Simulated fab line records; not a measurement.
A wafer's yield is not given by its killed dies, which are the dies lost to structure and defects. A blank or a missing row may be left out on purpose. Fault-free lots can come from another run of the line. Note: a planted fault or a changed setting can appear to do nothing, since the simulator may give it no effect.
A lot that was struck, set against a sound lot ; flow n5_finfet ; 15 out of 1938 route steps
Sound: these wafers, L641.4, L641.5, L641.6. The struck wafers were L629.1, L629.2. Last of all comes the cause.
For every step that has rows: the tool of each side, followed by ch and its chambers, followed by its first start. Under that, the readings that differ: sound wafers ; struck wafers ; difference of the means ; sigmas: that difference in standard deviations of wafers without a fault.
alike: words and numbers the same on both sides, and readings whose means are apart by under 2 such deviations; not compared: readings that were withheld, readings missing a value for some wafer, numbers with overlapping values and no deviation given by the record, and bounds like >300 which may hide the same value.
Wherever a step has rows on one side only, a row that says differs or no value, or a row with sigmas, the two part there. Non-overlapping numbers with no deviation appear without sigmas and do not part them. A reading that every wafer of one side lacks parts them only if that side has two wafers or more.

N5_MOL_CONTACT_COAG_OVL_MEAS_85:
  sound on overlay-02 ch 0, day 10 12:06; struck on overlay-02 ch 0, day 7 14:31
  alike: VG_OVL
N5_MOL_CONTACT_COAG_INSPECT_57: inspects for defects (brightfield).
  struck on defect_inspect-02, day 7 14:35; sound on defect_inspect-01, day 10 12:09
  alike: raw_defect_count
N5_MOL_CONTACT_COAG_DESCUM_88: chemistry O2, time 7 s.
  sound on rie_diel-06 ch 1,2, day 10 12:13; struck on rie_diel-01 ch 1,2, day 7 15:00
reading;sound;struck;difference;sigmas
drypump_motor_current_A (A);5.9 5.9 6.3;4.9 5.3;-0.9;-2
  alike: bias_power_w, chamber_pressure_mTorr, o2_flow_sccm, oes_product_au, rf_vpp_V, showerhead_plenum_p_Torr, throttle_valve_pct
  not compared: rf_hours_counter_h
then, 1 step without rows for these wafers: N5_MOL_CONTACT_COAG_ETCH_89 (etches underlayer in N2/H2, target depth 13 nm, time 10.4 s).
N5_MOL_CONTACT_COAG_ETCH_90: etches SiARC in CF4, target depth 13 nm, time 21.7 s.
  sound on rie_diel-06 ch 1,2, day 10 12:16; struck on rie_diel-01 ch 1,2, day 7 15:03
reading;sound;struck;difference;sigmas
drypump_motor_current_A (A);5.9 5.9 6.3;4.9 5.3;-0.9;-2
etch_rf_on_time_s (s);21.43 21.25 21.32;21.71 22.23;+0.64;+2
rf_vpp_V (V);183.4 185.1 186.6;180.1 183.2;-3.4;-2
  alike: chamber_pressure_mTorr, oes_product_au, showerhead_plenum_p_Torr, throttle_valve_pct
  not compared: rf_hours_counter_h
N5_MOL_CONTACT_COAG_ALD_131: deposits SiO2, target thk 5 nm, pulse time 1 s, co reactant pulse time 1 s.
  sound on ald_sin-03 ch 0,1,2, day 10 12:26; struck on ald_sin-03 ch 2,3, day 7 15:08
  alike: heater_power_w, precursor_pulse_height_rel, susceptor_temp_C
then, 1 step without rows for these wafers: N5_MOL_CONTACT_COAG_ETCHBACK_132 (etches SiO2 in CHF3, target depth 10 nm, time 6.7 s).
N5_MOL_CONTACT_COAG_ETCH_91: etches SOC in N2/H2, target depth 60 nm, overetch 21 nm, time 101.2 s.
  sound on rie_diel-02 ch 0,1,2, day 10 12:34; struck on rie_diel-02 ch 1,3, day 7 15:27
  alike: chamber_pressure_mTorr, drypump_motor_current_A, oes_product_au, rf_vpp_V, showerhead_plenum_p_Torr, throttle_valve_pct
  not compared: rf_hours_counter_h
then, 4 steps without rows for these wafers: N5_MOL_CONTACT_COAG_STRIP_92 (strips in N2/H2); N5_MOL_CONTACT_COAG_STRIP_93 (strips in N2/H2); N5_MOL_CONTACT_COAG_ETCHBACK_135 (etches SiO2 in CHF3, target depth 25 nm, time 16.7 s); N5_MOL_CONTACT_COAG_STRIP_118 (strips in CHF3).
N5_MOL_CONTACT_COAG_VIA_ETCH_46: etches SiO2 in C4F6/O2, target depth 46 nm, overetch 9.2 nm, time 40 s.
  sound on rie_diel-02 ch 0,1,2, day 10 12:41; struck on rie_diel-02 ch 1,3, day 7 15:34
reading;sound;struck;difference;sigmas
model.SOC_of_MOL_CONTACT_COAG_COAT_75.thk_nm (nm);50.6 50.4 50.8;47.2 47;-3.5;
  alike: chamber_pressure_mTorr, drypump_motor_current_A, oes_product_au, rf_vpp_V, showerhead_plenum_p_Torr, throttle_valve_pct
  not compared: rf_hours_counter_h
N5_MOL_CONTACT_COAG_STRIP_96: strips in N2/H2.
  sound on rie_diel-02 ch 0,1,2, day 10 12:45; struck on rie_diel-02 ch 1,3, day 7 15:38
  alike: bias_power_w, chamber_pressure_mTorr, drypump_motor_current_A, oes_product_au, rf_vpp_V, showerhead_plenum_p_Torr, throttle_valve_pct
  not compared: rf_hours_counter_h
-- the record jumps here: 4 days lie between the struck wafers' starts before and after (it left off in module MOL_CONTACT_COAG and takes up again in module BEOL_M4, whose first step shown is number 1111 of the route) --
N5_BEOL_M4_RC_MEAS_101:
  sound on prober-01 ch 0, day 13 13:18; struck on prober-01 ch 0, day 11 03:45
reading;sound;struck;difference;sigmas
SS_N (mV/dec);71.9 72.1 71.9;70.9 70.7;-1.2;-2
  alike: DIBL_N, DIBL_P, IOFF_N, IOFF_P, ION_N, ION_P, SS_P, VT_N, VT_P

## WHERE THEY PART
At N5_MOL_CONTACT_COAG_DESCUM_88 first; at N5_BEOL_M4_RC_MEAS_101 last (within this record only).

WHY: what the simulator had put in
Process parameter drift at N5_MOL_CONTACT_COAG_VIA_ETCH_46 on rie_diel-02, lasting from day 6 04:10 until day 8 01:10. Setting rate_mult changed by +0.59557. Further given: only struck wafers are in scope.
